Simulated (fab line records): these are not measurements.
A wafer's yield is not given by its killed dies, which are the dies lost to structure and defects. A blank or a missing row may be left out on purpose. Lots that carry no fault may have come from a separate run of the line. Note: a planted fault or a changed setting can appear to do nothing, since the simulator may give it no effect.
fab line records || flow n5Finfet
[record] {"lots": 5, "wafers": 12, "lastDay": 18}
route steps=1938 shown MOL_CONTACT_COAG@596 BEOL_M0_SAQP@632 BEOL_M4@1111 PASSIVATION@1936
lots that met no fault: from a run of the same line without faults
startH: hours from the record's first day to the start of the lot's first wafer shown || waitH: time in hours since the lot's previous step || " as in the row above || L1.1+2: several wafers, shown together as one row || - value missing, or start not given || * or withheld: withheld || < > ~ a bound
route shown NAME@n: a module of which the file shows steps, and the number in the route of the first || usual: the fault-free wafers' mean and standard deviation || same: alike in all rows || chamber/n: place in a boat || sites: the reading at each site || _std_site: their standard deviation || _edge_site: the outer-site mean with the inner-site mean subtracted || radiusMm: how far each site lies from the wafer's centre || mask NAME#n: copy n || behind: the tool/chamber that last shaped the wafer || hold: why the lot went on hold/how many hours it stayed there/how the hold came to an end || device: transistor that didn't switch, given as n, p or np || end of line: tests of these same wafers at the route's end || for a step that has no rows: nothing shown but its recipe || killed: dies lost to structure and defects at the first sort, not the wafer's yield || map: the dies of a wafer, with x for killed, . for not killed, _ for no die there
set.NAME: the setting as run; set.NAME@STEP: as run at that earlier step || model.NAME: the simulator's own value behind a step, which no gauge read
lots at selected steps of the route; one table per step, one row per wafer
services: the hour from which a tool's chamber was out of use, counted from the record's first day as startH (under 0 if before that day), plus the number of hours and why
[[steps]]
[step N5_MOL_CONTACT_COAG_COAT_34]
[recipe] {"resist": "CAR-EUV", "spinRpm": 1500, "resistThkNm": 40}
[step N5_MOL_CONTACT_COAG_EBR_36]
[recipe] {"solvent": "PGMEA", "ebrWidthMm": 1.5}
[step N5_MOL_CONTACT_COAG_SOFTBAKE_35]
[recipe] {"tempC": 110, "timeS": 60, "resist": "CAR-EUV"}
[step N5_MOL_CONTACT_COAG_EXPOSE_37]
[recipe] {"maskId": "VD", "na": 0.33, "sourceShape": "annular", "sigmaInner": 0.3, "sigmaOuter": 0.7, "polarization": "unpolarized", "defocusNm": 0, "doseMj": 62}
[step N5_MOL_CONTACT_COAG_PEB_38]
[recipe] {"pebTempC": 100, "pebTimeS": 60, "resist": "CAR-EUV"}
[step N5_MOL_CONTACT_COAG_DEVELOP_39]
[recipe] {"developTimeS": 30, "developer": "TMAH", "resist": "CAR-EUV", "rinseLiquid": "surfactantRinse", "dry": "airSpin", "devTempC": 23}
[step N5_MOL_CONTACT_COAG_DESCUM_45]
[recipe] {"chemistry": "O2", "timeS": 7, "sourcePowerW": 50, "biasPowerW": 20, "pressureMtorr": 20, "rfFrequencyHz": 2.712e+07, "tempC": 40, "resist": "CAR-EUV", "o2FlowSccm": 225}
[step N5_MOL_CONTACT_COAG_ETCH_65]
[recipe] {"chemistry": "N2/H2", "target": "underlayer", "targetDepthA": 130, "maskMaterial": "CAR-EUV", "timeS": 10.4, "ionEnergyEv": 200, "pressureMtorr": 30, "sourceW": 840, "biasW": 150, "n2FlowSccm": 200, "h2FlowSccm": 200, "ends": "cleared"}
[step N5_MOL_CONTACT_COAG_ETCH_66]
[recipe] {"chemistry": "CF4", "target": "SiARC", "targetDepthA": 130, "maskMaterial": "CAR-EUV", "timeS": 21.7, "ionEnergyEv": 80, "pressureMtorr": 40, "sourceW": 545, "biasW": 36, "Ar_flow_sccm": 100, "cf4FlowSccm": 100, "ends": "cleared"}
[step N5_MOL_CONTACT_COAG_ALD_133]
[recipe] {"material": "SiO2", "targetThkA": 50, "tempC": 100, "aldPrecursorFamily": "BDEAS", "aldCoReactant": "O2-plasma", "pulseTimeS": 1, "coReactantPulseTimeS": 1, "purgeTimeS": 2, "coReactantPurgeTimeS": 2, "aldCycles": 35, "pressureTorr": 2}
[usual] {"aldCycles": "35/0", "heaterPowerW": "79/7", "precursorPulseHeightRel": "1.001/0.019"}
{"lot.wafer": "L455.1", "tool": "aldSin-03", "chamber": 0, "startH": 122.67, "waitH": 0.2, "aldCycles": 35, "heaterPowerW": 74, "precursorPulseHeightRel": 0.957, "model.SiO2_of_MOL_CONTACT_COAG_ALD_133.thkNm": 5}
{"lot.wafer": "L455.2", "tool": "aldSin-03", "chamber": 2, "startH": 122.67, "waitH": 0.2, "aldCycles": 35, "heaterPowerW": 83, "precursorPulseHeightRel": 1.005, "model.SiO2_of_MOL_CONTACT_COAG_ALD_133.thkNm": 5}
{"lot.wafer": "L455.3", "tool": "aldSin-03", "chamber": 3, "startH": 122.67, "waitH": 0.2, "aldCycles": 35, "heaterPowerW": 73, "precursorPulseHeightRel": 0.985, "model.SiO2_of_MOL_CONTACT_COAG_ALD_133.thkNm": 5}
{"lot.wafer": "L466.1", "tool": "aldSin-03", "chamber": 0, "startH": 187.35, "waitH": 0.1, "aldCycles": 61, "heaterPowerW": 74, "precursorPulseHeightRel": 1.024, "model.SiO2_of_MOL_CONTACT_COAG_ALD_133.thkNm": 8.8}
{"lot.wafer": "L466.4", "tool": "aldSin-03", "chamber": 3, "startH": 187.35, "waitH": 0.1, "aldCycles": 35, "heaterPowerW": 73, "precursorPulseHeightRel": 0.974, "model.SiO2_of_MOL_CONTACT_COAG_ALD_133.thkNm": 5}
{"lot.wafer": "L467.1", "tool": "aldSin-03", "chamber": 3, "startH": 190.16, "waitH": 0.2, "aldCycles": 61, "heaterPowerW": 73, "precursorPulseHeightRel": 1.015, "model.SiO2_of_MOL_CONTACT_COAG_ALD_133.thkNm": 8.8}
{"lot.wafer": "L467.6", "tool": "aldSin-03", "chamber": 0, "startH": 190.16, "waitH": 0.2, "aldCycles": 35, "heaterPowerW": 72, "precursorPulseHeightRel": 0.992, "model.SiO2_of_MOL_CONTACT_COAG_ALD_133.thkNm": 5}
{"lot.wafer": "L468.1", "tool": "aldSin-03", "chamber": 3, "startH": 197.04, "waitH": 0.1, "aldCycles": 61, "heaterPowerW": 74, "precursorPulseHeightRel": 1.010, "model.SiO2_of_MOL_CONTACT_COAG_ALD_133.thkNm": 8.8}
{"lot.wafer": "L468.6", "tool": "aldSin-03", "chamber": 3, "startH": 197.04, "waitH": 0.1, "aldCycles": 35, "heaterPowerW": 73, "precursorPulseHeightRel": 1.001, "model.SiO2_of_MOL_CONTACT_COAG_ALD_133.thkNm": 5}
{"lot.wafer": "L475.2", "tool": "aldSin-01", "chamber": 1, "startH": 241.00, "waitH": 0.1, "aldCycles": 35, "heaterPowerW": 87, "precursorPulseHeightRel": 0.987, "model.SiO2_of_MOL_CONTACT_COAG_ALD_133.thkNm": 5}
{"lot.wafer": "L475.4", "tool": "aldSin-01", "chamber": 3, "startH": 241.00, "waitH": 0.1, "aldCycles": 35, "heaterPowerW": 86, "precursorPulseHeightRel": 0.986, "model.SiO2_of_MOL_CONTACT_COAG_ALD_133.thkNm": 5}
{"lot.wafer": "L475.5", "tool": "aldSin-01", "chamber": 0, "startH": 241.00, "waitH": 0.1, "aldCycles": 35, "heaterPowerW": 85, "precursorPulseHeightRel": 1.014, "model.SiO2_of_MOL_CONTACT_COAG_ALD_133.thkNm": 5}
[step N5_MOL_CONTACT_COAG_ETCHBACK_134]
[recipe] {"chemistry": "CHF3", "target": "SiO2", "targetDepthA": 100, "timeS": 6.7, "ionEnergyEv": 200, "pressureMtorr": 30, "sourceW": 610, "biasW": 170, "Ar_flow_sccm": 200, "CHF3_flow_sccm": 50}
[step N5_MOL_CONTACT_COAG_ETCH_67]
[recipe] {"chemistry": "N2/H2", "target": "SOC", "targetDepthA": 600, "overetchA": 210, "maskMaterial": "SiARC", "tempC": 40, "timeS": 101.2, "ionEnergyEv": 200, "pressureMtorr": 30, "sourceW": 840, "biasW": 150, "n2FlowSccm": 200, "h2FlowSccm": 200}
[step N5_MOL_CONTACT_COAG_STRIP_68]
[recipe] {"chemistry": "N2/H2", "tempC": 40, "n2FlowSccm": 200, "h2FlowSccm": 200, "rfFrequencyHz": 6e+07}
[step N5_MOL_CONTACT_COAG_STRIP_69]
[recipe] {"chemistry": "N2/H2", "tempC": 40, "n2FlowSccm": 200, "h2FlowSccm": 200, "rfFrequencyHz": 6e+07}
[step N5_MOL_CONTACT_COAG_ETCHBACK_136]
[recipe] {"chemistry": "CHF3", "target": "SiO2", "targetDepthA": 250, "timeS": 16.7, "ionEnergyEv": 200, "pressureMtorr": 30, "sourceW": 610, "biasW": 170, "Ar_flow_sccm": 200, "CHF3_flow_sccm": 50}
[step N5_MOL_CONTACT_COAG_STRIP_120]
[recipe] {"chemistry": "CHF3", "resist": "SiARC", "rfFrequencyHz": 6e+07}
[step N5_MOL_CONTACT_COAG_VIA_ETCH_117]
[recipe] {"chemistry": "C4F6/O2", "targetDepthA": 400, "overetchA": 80, "maskMaterial": "SOC", "target": "SiO2", "biasW": 455, "pressureMtorr": 10, "timeS": 26, "sourceW": 325, "Ar_flow_sccm": 300, "C4F6_flow_sccm": 10, "O2_flow_sccm": 10, "ionEnergyEv": 575.3, "ends": "endPoint"}
[step N5_MOL_CONTACT_COAG_ETCH_124]
[recipe] {"chemistry": "CH3F/O2", "target": "SiNx", "targetDepthA": 65, "maskMaterial": "SOC", "stopOn": "SiOC", "overEtchFrac": 0.3, "ionEnergyEv": 120, "pressureMtorr": 30, "sourceW": 395, "biasW": 73, "Ar_flow_sccm": 150, "CH3F_flow_sccm": 30, "O2_flow_sccm": 20, "ends": "endPoint"}
[step N5_MOL_CONTACT_COAG_ETCH_48]
[recipe] {"chemistry": "C4F6/O2", "targetDepthA": 150, "overetchA": 45, "maskMaterial": "SOC", "target": "SiOC", "biasW": 465, "pressureMtorr": 10, "timeS": 17, "sourceW": 335, "Ar_flow_sccm": 300, "C4F6_flow_sccm": 10, "O2_flow_sccm": 10, "ionEnergyEv": 576}
[step N5_MOL_CONTACT_COAG_STRIP_72]
[recipe] {"chemistry": "N2/H2", "powerW": 450, "tempC": 40, "pressureMtorr": 20, "rfFrequencyHz": 6e+07, "overashFraction": 3, "biasPowerW": 7, "h2Frac": 0.5, "n2FlowSccm": 200, "h2FlowSccm": 200}
[step N5_MOL_CONTACT_COAG_STRIP_49]
[recipe] {"chemistry": "N2/H2", "timeS": 30, "powerW": 1000, "tempC": 250, "pressureMtorr": "withheld", "n2FlowSccm": 1750, "h2FlowSccm": 3250}
[step N5_MOL_CONTACT_COAG_PRECLEAN_138]
[recipe] {"chemistry": "alkalineClean", "tempC": 60, "timeS": 60, "doPpb": 50}
[step N5_MOL_CONTACT_COAG_SRD_139]
[recipe] {"dry": "ipaMarangoni", "timeS": 30, "tempC": 23, "rinseLiquid": "diw"}
[step N5_MOL_CONTACT_COAG_PRE_CLEAN_121]
[recipe] {"gas": "H2/He", "timeS": "*", "tempC": "withheld"}
[step N5_MOL_CONTACT_COAG_CVD_140]
[recipe] {"material": "W", "targetThkA": 665, "mode": "selectiveFill", "tempC": 300, "timeS": 215}
[step N5_MOL_CONTACT_COAG_PRECLEAN_127]
[recipe] {"chemistry": "DIW", "timeS": 57.5, "tempC": 23}
[step N5_MOL_CONTACT_COAG_SRD_128]
[recipe] {"dryTimeS": 32, "dry": "n2Spin", "spinRpm": 1500}
[step N5_MOL_CONTACT_COAG_CMP_52]
[recipe] {"stopOn": "SiO2", "tOverpolishS": 1.5, "postCmpClean": "wDiluteNh4oh", "downForcePsi": 4, "platenRpm": 50.289, "padVelocityMS": 1.0006, "targetThkNm": 66.5}
[step N5_MOL_CONTACT_COAG_ANNEAL_112]
[recipe] {"tempC": 400, "timeS": 1800, "ambient": "HPD2", "pressureAtm": 10}
[step N5_BEOL_M0_SAQP_PECVD_00]
[recipe] {"material": "SiCN", "targetThkA": 80, "tempC": "withheld", "precursor": "3MS/NH3", "pressureTorr": 3, "rfW": 202, "timeS": 14}
[step N5_BEOL_M0_SAQP_ILD_DEP_01]
[recipe] {"material": "SiOC", "targetThkA": 454.19, "tempC": 350, "precursor": "DEMS/O2", "pressureTorr": 5, "rfW": 500, "timeS": 8.7}
[step N5_BEOL_M0_SAQP_HM_DEP_02]
[recipe] {"material": "TiN", "targetThkA": 120, "tempC": 25, "chamberPressurePa": 0.49996}
[step N5_BEOL_M0_SAQP_PECVD_03]
[recipe] {"material": "SiCN", "targetThkA": 120, "tempC": "withheld", "precursor": "3MS/NH3", "pressureTorr": 3, "rfW": 202, "timeS": 21.1}
[step N5_BEOL_M0_SAQP_PECVD_96]
[recipe] {"material": "a-Si", "targetThkA": 450, "tempC": 350, "precursor": "SiH4/He", "pressureTorr": 3, "rfW": 100, "timeS": 45.2}
[step N5_BEOL_M0_SAQP_PECVD_97]
[recipe] {"material": "SiNx", "targetThkA": 230, "tempC": 350, "precursor": "SiH4/NH3/N2", "pressureTorr": 1.5, "rfW": 300, "timeS": 19.9}
[step N5_BEOL_M4_RC_MEAS_101]
[usual] {"DIBL_N": "36.2/1.2", "DIBL_P": "36.3/1.3", "IOFF_N": "0.155/0.019", "IOFF_P": "0.210/0.029", "ION_N": "677/8.6", "ION_P": "465/6.8", "SS_N": "71.4/0.48", "SS_P": "73.2/0.53", "VT_N": "249.9/2.4", "VT_P": "-250/3.2"}
{"lot.wafer": "L455.1", "tool": "prober-01", "chamber": 0, "startH": 187.68, "waitH": 0.0, "DIBL_N[mV/V]": 33.5, "DIBL_P[mV/V]": 33.4, "IOFF_N[nA/um]": 0.115, "IOFF_P[nA/um]": 0.167, "ION_N[uA/um]": 666, "ION_P[uA/um]": 460, "SS_N[mV/dec]": 70.0, "SS_P[mV/dec]": 72.9, "VT_N[mV]": 253.5, "VT_P[mV]": -253}
{"lot.wafer": "L455.2", "tool": "prober-01", "chamber": 0, "startH": 187.68, "waitH": 0.0, "DIBL_N[mV/V]": 36.2, "DIBL_P[mV/V]": 37.8, "IOFF_N[nA/um]": 0.177, "IOFF_P[nA/um]": 0.238, "ION_N[uA/um]": 681, "ION_P[uA/um]": 471, "SS_N[mV/dec]": 71.1, "SS_P[mV/dec]": 73.6, "VT_N[mV]": 249.4, "VT_P[mV]": -249}
{"lot.wafer": "L455.3", "tool": "prober-01", "chamber": 0, "startH": 187.68, "waitH": 0.0, "DIBL_N[mV/V]": 34.9, "DIBL_P[mV/V]": 35.6, "IOFF_N[nA/um]": 0.138, "IOFF_P[nA/um]": 0.198, "ION_N[uA/um]": 680, "ION_P[uA/um]": 468, "SS_N[mV/dec]": 70.9, "SS_P[mV/dec]": 73.4, "VT_N[mV]": 252.1, "VT_P[mV]": -249}
{"lot.wafer": "L467.6", "tool": "prober-01", "chamber": 0, "startH": 266.11, "waitH": 0.8, "DIBL_N[mV/V]": 35.6, "DIBL_P[mV/V]": 35.8, "IOFF_N[nA/um]": 0.153, "IOFF_P[nA/um]": 0.229, "ION_N[uA/um]": 679, "ION_P[uA/um]": 465, "SS_N[mV/dec]": 71.8, "SS_P[mV/dec]": 72.3, "VT_N[mV]": 249.8, "VT_P[mV]": -249}
{"lot.wafer": "L466.4", "tool": "prober-02", "chamber": 0, "startH": 274.30, "waitH": 0.5, "DIBL_N[mV/V]": 37.0, "DIBL_P[mV/V]": 39.0, "IOFF_N[nA/um]": 0.188, "IOFF_P[nA/um]": 0.257, "ION_N[uA/um]": 686, "ION_P[uA/um]": 467, "SS_N[mV/dec]": 71.8, "SS_P[mV/dec]": 73.4, "VT_N[mV]": 249.3, "VT_P[mV]": -247}
{"lot.wafer": "L468.6", "tool": "prober-01", "chamber": 0, "startH": 281.49, "waitH": 0.8, "DIBL_N[mV/V]": 35.8, "DIBL_P[mV/V]": 35.9, "IOFF_N[nA/um]": 0.143, "IOFF_P[nA/um]": 0.172, "ION_N[uA/um]": 659, "ION_P[uA/um]": 451, "SS_N[mV/dec]": 72.1, "SS_P[mV/dec]": 72.5, "VT_N[mV]": 250.9, "VT_P[mV]": -257}
{"lot.wafer": "L475.2", "tool": "prober-02", "chamber": 0, "startH": 322.93, "waitH": 0.2, "DIBL_N[mV/V]": 35.8, "DIBL_P[mV/V]": 33.9, "IOFF_N[nA/um]": 0.136, "IOFF_P[nA/um]": 0.171, "ION_N[uA/um]": 666, "ION_P[uA/um]": 457, "SS_N[mV/dec]": 71.1, "SS_P[mV/dec]": 72.9, "VT_N[mV]": 251.7, "VT_P[mV]": -254}
{"lot.wafer": "L475.4", "tool": "prober-02", "chamber": 0, "startH": 322.93, "waitH": 0.2, "DIBL_N[mV/V]": 36.1, "DIBL_P[mV/V]": 33.6, "IOFF_N[nA/um]": 0.143, "IOFF_P[nA/um]": 0.177, "ION_N[uA/um]": 672, "ION_P[uA/um]": 460, "SS_N[mV/dec]": 71.0, "SS_P[mV/dec]": 73.5, "VT_N[mV]": 252.1, "VT_P[mV]": -252}
{"lot.wafer": "L475.5", "tool": "prober-02", "chamber": 0, "startH": 322.93, "waitH": 0.2, "DIBL_N[mV/V]": 34.6, "DIBL_P[mV/V]": 32.5, "IOFF_N[nA/um]": 0.121, "IOFF_P[nA/um]": 0.152, "ION_N[uA/um]": 661, "ION_P[uA/um]": 452, "SS_N[mV/dec]": 70.6, "SS_P[mV/dec]": 72.2, "VT_N[mV]": 253.8, "VT_P[mV]": -256}
[step N5_PASSIVATION_PROBE_49]
[usual] {"defectLimitedYield": "91.2/1.4", "killed_at_M0_to_M3": "34/10", "killed_at_M4_up": "13/5.1", "killedAtContacts": "12/6.5", "killedAtFrontEnd": "41/11", "killedAtOther": "4/3.3", "killedDies": "104/16", "killedOnRim": "14/3.9", "killedOpen": "69/13", "killedShort": "33/7", "sort_bin_5_function": "5.1/0.91", "sort_bin_6_memory": "3.3/0.69", "sortNPass": "1076/16", "sortYieldPct": "91.2/1.4"}
[same] {"grossDies": 1180, "killedAtBackSide": 0, "sort_bin_4_leakage[%]": 0, "sort_bin_8_speed[%]": 0}
{"lot.wafer": "L466.1", "tool": "prober-02", "chamber": "-", "startH": 370.89, "waitH": 0.0, "defectLimitedYield[%]": 0, "killed_at_M0_to_M3": 26, "killed_at_M4_up": 6, "killedAtContacts": 1114, "killedAtFrontEnd": 32, "killedAtOther": 2, "killedDies": 1180, "killedOnRim": 152, "killedOpen": 48, "killedShort": 24, "sort_bin_5_function[%]": 97.3, "sort_bin_6_memory[%]": 2.7, "sortNPass": 0, "sortYieldPct[%]": 0}
{"lot.wafer": "L467.1", "tool": "prober-02", "chamber": "-", "startH": 371.32, "waitH": 0.0, "defectLimitedYield[%]": 0, "killed_at_M0_to_M3": 26, "killed_at_M4_up": 6, "killedAtContacts": 1092, "killedAtFrontEnd": 48, "killedAtOther": 8, "killedDies": 1180, "killedOnRim": 152, "killedOpen": 62, "killedShort": 31, "sort_bin_5_function[%]": 96.9, "sort_bin_6_memory[%]": 3.0, "sortNPass": 0, "sortYieldPct[%]": 0}
{"lot.wafer": "L468.1", "tool": "prober-02", "chamber": "-", "startH": 376.53, "waitH": 0.0, "defectLimitedYield[%]": 0, "killed_at_M0_to_M3": 29, "killed_at_M4_up": 11, "killedAtContacts": 1112, "killedAtFrontEnd": 24, "killedAtOther": 4, "killedDies": 1180, "killedOnRim": 152, "killedOpen": 63, "killedShort": 24, "sort_bin_5_function[%]": 96.0, "sort_bin_6_memory[%]": 3.9, "sortNPass": 0, "sortYieldPct[%]": 0}
// killed by level:class
L466.1 MOL_CONTACT_COAG:areaAld=1107 BEOL_M0_SAQP:geometricParticle:open=12 FIN_SAQP:geometricParticle:short=11 STI_FIN_REVEAL:geometricParticle:open=8 BEOL_M3:geometricParticle:open=5 MOL_CONTACT_COAG:geometricParticle:open=4 MOL_CONTACT_COAG:geometricParticle:short=3 BEOL_M0_SAQP:geometricParticle:short=3
L467.1 MOL_CONTACT_COAG:areaAld=1087 STI_FIN_REVEAL:geometricParticle:open=16 FIN_SAQP:geometricParticle:open=8 GATE_CUT:geometricParticle:short=8 BEOL_M3:geometricParticle:open=8 BEOL_M2:geometricParticle:open=6 BEOL_M3:geometricParticle:short=5 STARTING-WAFER:geometricParticle:short=5
L468.1 MOL_CONTACT_COAG:areaAld=1093 MOL_CONTACT_COAG:geometricParticle:open=16 BEOL_M0_SAQP:geometricParticle:open=13 GATE_CUT:geometricParticle:short=5 BEOL_M0_SAQP:geometricParticle:short=5 BEOL_M2:geometricParticle:open=5 DUMMY_GATE:geometricParticle:open=4 STI_FIN_REVEAL:geometricParticle:open=3
// map L466.1 (x killed, . not)
_________________xxxxxxxxxxxx________________
______________xxxxxxxxxxxxxxxxxx_____________
___________xxxxxxxxxxxxxxxxxxxxxxxx__________
__________xxxxxxxxxxxxxxxxxxxxxxxxxx_________
________xxxxxxxxxxxxxxxxxxxxxxxxxxxxxx_______
_______xxxxxxxxxxxxxxxxxxxxxxxxxxxxxxxx______
______xxxxxxxxxxxxxxxxxxxxxxxxxxxxxxxxxx_____
_____xxxxxxxxxxxxxxxxxxxxxxxxxxxxxxxxxxxx____
____xxxxxxxxxxxxxxxxxxxxxxxxxxxxxxxxxxxxxx___
___xxxxxxxxxxxxxxxxxxxxxxxxxxxxxxxxxxxxxxxx__
___xxxxxxxxxxxxxxxxxxxxxxxxxxxxxxxxxxxxxxxx__
__xxxxxxxxxxxxxxxxxxxxxxxxxxxxxxxxxxxxxxxxxx_
__xxxxxxxxxxxxxxxxxxxxxxxxxxxxxxxxxxxxxxxxxx_
_xxxxxxxxxxxxxxxxxxxxxxxxxxxxxxxxxxxxxxxxxxxx
_xxxxxxxxxxxxxxxxxxxxxxxxxxxxxxxxxxxxxxxxxxxx
_xxxxxxxxxxxxxxxxxxxxxxxxxxxxxxxxxxxxxxxxxxxx
_xxxxxxxxxxxxxxxxxxxxxxxxxxxxxxxxxxxxxxxxxxxx
_xxxxxxxxxxxxxxxxxxxxxxxxxxxxxxxxxxxxxxxxxxxx
_xxxxxxxxxxxxxxxxxxxxxxxxxxxxxxxxxxxxxxxxxxxx
_xxxxxxxxxxxxxxxxxxxxxxxxxxxxxxxxxxxxxxxxxxxx
_xxxxxxxxxxxxxxxxxxxxxxxxxxxxxxxxxxxxxxxxxxxx
__xxxxxxxxxxxxxxxxxxxxxxxxxxxxxxxxxxxxxxxxxx_
__xxxxxxxxxxxxxxxxxxxxxxxxxxxxxxxxxxxxxxxxxx_
___xxxxxxxxxxxxxxxxxxxxxxxxxxxxxxxxxxxxxxxx__
___xxxxxxxxxxxxxxxxxxxxxxxxxxxxxxxxxxxxxxxx__
____xxxxxxxxxxxxxxxxxxxxxxxxxxxxxxxxxxxxxx___
_____xxxxxxxxxxxxxxxxxxxxxxxxxxxxxxxxxxxx____
______xxxxxxxxxxxxxxxxxxxxxxxxxxxxxxxxxx_____
_______xxxxxxxxxxxxxxxxxxxxxxxxxxxxxxxx______
________xxxxxxxxxxxxxxxxxxxxxxxxxxxxxx_______
__________xxxxxxxxxxxxxxxxxxxxxxxxxx_________
___________xxxxxxxxxxxxxxxxxxxxxxxx__________
______________xxxxxxxxxxxxxxxxxx_____________
_________________xxxxxxxxxxxx________________
// map L467.1 (x killed, . not)
_________________xxxxxxxxxxxx________________
______________xxxxxxxxxxxxxxxxxx_____________
___________xxxxxxxxxxxxxxxxxxxxxxxx__________
__________xxxxxxxxxxxxxxxxxxxxxxxxxx_________
________xxxxxxxxxxxxxxxxxxxxxxxxxxxxxx_______
_______xxxxxxxxxxxxxxxxxxxxxxxxxxxxxxxx______
______xxxxxxxxxxxxxxxxxxxxxxxxxxxxxxxxxx_____
_____xxxxxxxxxxxxxxxxxxxxxxxxxxxxxxxxxxxx____
____xxxxxxxxxxxxxxxxxxxxxxxxxxxxxxxxxxxxxx___
___xxxxxxxxxxxxxxxxxxxxxxxxxxxxxxxxxxxxxxxx__
___xxxxxxxxxxxxxxxxxxxxxxxxxxxxxxxxxxxxxxxx__
__xxxxxxxxxxxxxxxxxxxxxxxxxxxxxxxxxxxxxxxxxx_
__xxxxxxxxxxxxxxxxxxxxxxxxxxxxxxxxxxxxxxxxxx_
_xxxxxxxxxxxxxxxxxxxxxxxxxxxxxxxxxxxxxxxxxxxx
_xxxxxxxxxxxxxxxxxxxxxxxxxxxxxxxxxxxxxxxxxxxx
_xxxxxxxxxxxxxxxxxxxxxxxxxxxxxxxxxxxxxxxxxxxx
_xxxxxxxxxxxxxxxxxxxxxxxxxxxxxxxxxxxxxxxxxxxx
_xxxxxxxxxxxxxxxxxxxxxxxxxxxxxxxxxxxxxxxxxxxx
_xxxxxxxxxxxxxxxxxxxxxxxxxxxxxxxxxxxxxxxxxxxx
_xxxxxxxxxxxxxxxxxxxxxxxxxxxxxxxxxxxxxxxxxxxx
_xxxxxxxxxxxxxxxxxxxxxxxxxxxxxxxxxxxxxxxxxxxx
__xxxxxxxxxxxxxxxxxxxxxxxxxxxxxxxxxxxxxxxxxx_
__xxxxxxxxxxxxxxxxxxxxxxxxxxxxxxxxxxxxxxxxxx_
___xxxxxxxxxxxxxxxxxxxxxxxxxxxxxxxxxxxxxxxx__
___xxxxxxxxxxxxxxxxxxxxxxxxxxxxxxxxxxxxxxxx__
____xxxxxxxxxxxxxxxxxxxxxxxxxxxxxxxxxxxxxx___
_____xxxxxxxxxxxxxxxxxxxxxxxxxxxxxxxxxxxx____
______xxxxxxxxxxxxxxxxxxxxxxxxxxxxxxxxxx_____
_______xxxxxxxxxxxxxxxxxxxxxxxxxxxxxxxx______
________xxxxxxxxxxxxxxxxxxxxxxxxxxxxxx_______
__________xxxxxxxxxxxxxxxxxxxxxxxxxx_________
___________xxxxxxxxxxxxxxxxxxxxxxxx__________
______________xxxxxxxxxxxxxxxxxx_____________
_________________xxxxxxxxxxxx________________
[[services]]
{"tool": "aldSin-03", "chamber": "-", "startH": 100.64, "hours": 0.4, "kind": "repair"}
{"tool": "aldSin-01", "chamber": "-", "startH": 177.28, "hours": 1.1, "kind": "repair"}
{"tool": "aldSin-01", "chamber": 3, "startH": 200.20, "hours": 3.2, "kind": "repair"}
{"tool": "aldSin-01", "chamber": 2, "startH": 237.46, "hours": 3.8, "kind": "repair"}
[[key]]
[firstSign] {"step": "N5_MOL_CONTACT_COAG_ALD_133", "reading": "aldCycles", "direction": "up", "sigmas": "99+", "usual": "*", "struck": "*"}
[effect] {"step": "N5_PASSIVATION_PROBE_49", "reading": "killedAtContacts", "direction": "up", "sigmas": "99+", "usual": 12, "struck": 1106}
[modelEffect] {"step": "N5_MOL_CONTACT_COAG_ALD_133", "value": "SiO2_of_MOL_CONTACT_COAG_ALD_133.thkNm", "without": 5, "struck": 8.8}
[moreKillsBornAt] {"N5_MOL_CONTACT_COAG_ALD_133@aldSin-03": 3287}
metAt N5_MOL_CONTACT_COAG_ALD_133
struckWafers L466.1,L467.1,L468.1
laterRowsLeftOut L466.1,L467.1,L468.1
onsetBetween 122.67 187.35
[fault] {"kind": "processParameterDrift", "tool": "aldSin-03", "chamber": "-", "onsetH": 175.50, "steps": "N5_MOL_CONTACT_COAG_ALD_133", "channel": "aldCycles", "offset": "*", "shape": "step", "endH": 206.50, "scope": "struckWafersOnly", "actsIn": "*", "stated": "*"}
// laterRowsLeftOut: the simulator's readings of these wafers behind a module that went badly wrong aren't trusted and aren't shown, but for the sort
